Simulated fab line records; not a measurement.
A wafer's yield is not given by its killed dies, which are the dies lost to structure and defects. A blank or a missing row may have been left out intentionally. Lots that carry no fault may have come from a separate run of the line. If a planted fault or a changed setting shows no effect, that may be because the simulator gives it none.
Chamber matching :: flow n5-finfet :: N5_SD_EPI_P_ETCH_47 on rie-diel-05 has 4 sister chambers
The step etches SiOCN in CH3F/O2, target depth 25 nm. 20 wafers are shown with their chamber, then 10 later ones without.

== EACH WAFER AND ITS CHAMBER ==
wafer: L075.1
chamber: 3
drypump-motor-current-A (A): 5.5
showerhead-plenum-p-Torr (Torr): 2.06
throttle-valve-pct (%): 16.54

wafer: L075.4
chamber: 0
drypump-motor-current-A (A): 6.4
showerhead-plenum-p-Torr (Torr): 1.94
throttle-valve-pct (%): 16.28

wafer: L075.5
chamber: 3
drypump-motor-current-A (A): 5.5
showerhead-plenum-p-Torr (Torr): 2.06
throttle-valve-pct (%): 16.53

wafer: L078.1
chamber: 2
drypump-motor-current-A (A): 5.7
showerhead-plenum-p-Torr (Torr): 2.03
throttle-valve-pct (%): 15.78

wafer: L078.5
chamber: 0
drypump-motor-current-A (A): 6.4
showerhead-plenum-p-Torr (Torr): 1.94
throttle-valve-pct (%): 16.31

wafer: L078.6
chamber: 1
drypump-motor-current-A (A): 5.4
showerhead-plenum-p-Torr (Torr): 2.05
throttle-valve-pct (%): 16.00

wafer: L081.2
chamber: 2
drypump-motor-current-A (A): 5.8
showerhead-plenum-p-Torr (Torr): 2.03
throttle-valve-pct (%): 15.79

wafer: L081.3
chamber: 0
drypump-motor-current-A (A): 6.4
showerhead-plenum-p-Torr (Torr): 1.94
throttle-valve-pct (%): 16.31

wafer: L081.6
chamber: 3
drypump-motor-current-A (A): 5.5
showerhead-plenum-p-Torr (Torr): 2.05
throttle-valve-pct (%): 16.54

wafer: L086.2
chamber: 3
drypump-motor-current-A (A): 5.5
showerhead-plenum-p-Torr (Torr): 2.05
throttle-valve-pct (%): 16.19

wafer: L086.3
chamber: 0
drypump-motor-current-A (A): 6.4
showerhead-plenum-p-Torr (Torr): 1.93
throttle-valve-pct (%): 16.35

wafer: L086.6
chamber: 2
drypump-motor-current-A (A): 5.7
showerhead-plenum-p-Torr (Torr): 2.03
throttle-valve-pct (%): 15.80

wafer: L087.1
chamber: 2
drypump-motor-current-A (A): 5.7
showerhead-plenum-p-Torr (Torr): 2.03
throttle-valve-pct (%): 15.78

wafer: L087.5
chamber: 1
drypump-motor-current-A (A): 5.4
showerhead-plenum-p-Torr (Torr): 2.04
throttle-valve-pct (%): 16.03

wafer: L087.6
chamber: 2
drypump-motor-current-A (A): 5.7
showerhead-plenum-p-Torr (Torr): 2.02
throttle-valve-pct (%): 15.80

wafer: L089.1
chamber: 1
drypump-motor-current-A (A): 5.4
showerhead-plenum-p-Torr (Torr): 2.04
throttle-valve-pct (%): 16.05

wafer: L089.3
chamber: 2
drypump-motor-current-A (A): 5.7
showerhead-plenum-p-Torr (Torr): 2.02
throttle-valve-pct (%): 15.80

wafer: L089.5
chamber: 0
drypump-motor-current-A (A): 6.4
showerhead-plenum-p-Torr (Torr): 1.93
throttle-valve-pct (%): 16.35

wafer: L091.2
chamber: 0
drypump-motor-current-A (A): 6.4
showerhead-plenum-p-Torr (Torr): 1.93
throttle-valve-pct (%): 16.36

wafer: L091.4
chamber: 1
drypump-motor-current-A (A): 5.4
showerhead-plenum-p-Torr (Torr): 2.04
throttle-valve-pct (%): 16.05

SIGNATURES (means of the wafers above)
reading: drypump-motor-current-A
chamber 0: 6.400
chamber 1: 5.400
chamber 2: 5.717
chamber 3: 5.500
scatter within a chamber: 0.0228

reading: showerhead-plenum-p-Torr
chamber 0: 1.9350
chamber 1: 2.0425
chamber 2: 2.0267
chamber 3: 2.0550
scatter within a chamber: 0.00535

reading: throttle-valve-pct
chamber 0: 16.3267
chamber 1: 16.0325
chamber 2: 15.7917
chamber 3: 16.4500
scatter within a chamber: 0.078
Rule: distance of a wafer from a chamber = root of the sum over the readings of ((wafer's reading minus chamber's mean) / reading's scatter) squared. If the next closest chamber is less than 2 further off than the closest, the wafer can't be placed; otherwise it belongs to the closest. The scatter is the square root of a quotient: the sum, over the shown wafers, of each reading's squared deviation from its chamber's mean, divided by wafers minus chambers.

== WAFERS WITH NO CHAMBER GIVEN ==
wafer: L091.6
drypump-motor-current-A (A): 5.7
showerhead-plenum-p-Torr (Torr): 2.02
throttle-valve-pct (%): 15.81

wafer: L092.1
drypump-motor-current-A (A): 6.4
showerhead-plenum-p-Torr (Torr): 1.93
throttle-valve-pct (%): 16.37

wafer: L092.2
drypump-motor-current-A (A): 5.4
showerhead-plenum-p-Torr (Torr): 2.04
throttle-valve-pct (%): 16.05

wafer: L092.3
drypump-motor-current-A (A): 5.7
showerhead-plenum-p-Torr (Torr): 2.02
throttle-valve-pct (%): 15.82

wafer: L094.1
drypump-motor-current-A (A): 5.7
showerhead-plenum-p-Torr (Torr): 2.02
throttle-valve-pct (%): 15.82

wafer: L094.4
drypump-motor-current-A (A): 6.4
showerhead-plenum-p-Torr (Torr): 1.93
throttle-valve-pct (%): 16.37

wafer: L094.5
drypump-motor-current-A (A): 5.4
showerhead-plenum-p-Torr (Torr): 2.04
throttle-valve-pct (%): 16.05

wafer: L097.3
drypump-motor-current-A (A): 5.8
showerhead-plenum-p-Torr (Torr): 2.02
throttle-valve-pct (%): 15.84

wafer: L097.4
drypump-motor-current-A (A): 5.4
showerhead-plenum-p-Torr (Torr): 2.05
throttle-valve-pct (%): 16.20

wafer: L097.5
drypump-motor-current-A (A): 5.5
showerhead-plenum-p-Torr (Torr): 2.05
throttle-valve-pct (%): 16.22

== WHICH CHAMBER EACH ONE RAN IN ==
wafer: L091.6
from the rows above: 2
in truth: 2

wafer: L092.1
from the rows above: 0
in truth: 0

wafer: L092.2
from the rows above: 1
in truth: 1

wafer: L092.3
from the rows above: 2
in truth: 2

wafer: L094.1
from the rows above: 2
in truth: 2

wafer: L094.4
from the rows above: 0
in truth: 0

wafer: L094.5
from the rows above: 1
in truth: 1

wafer: L097.3
from the rows above: 2
in truth: 2

wafer: L097.4
from the rows above: 1
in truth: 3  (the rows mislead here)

wafer: L097.5
from the rows above: 3
in truth: 3
Correct placement for 9 of the 10. Left unplaced by these rows: 0. Placed wrongly: 1.
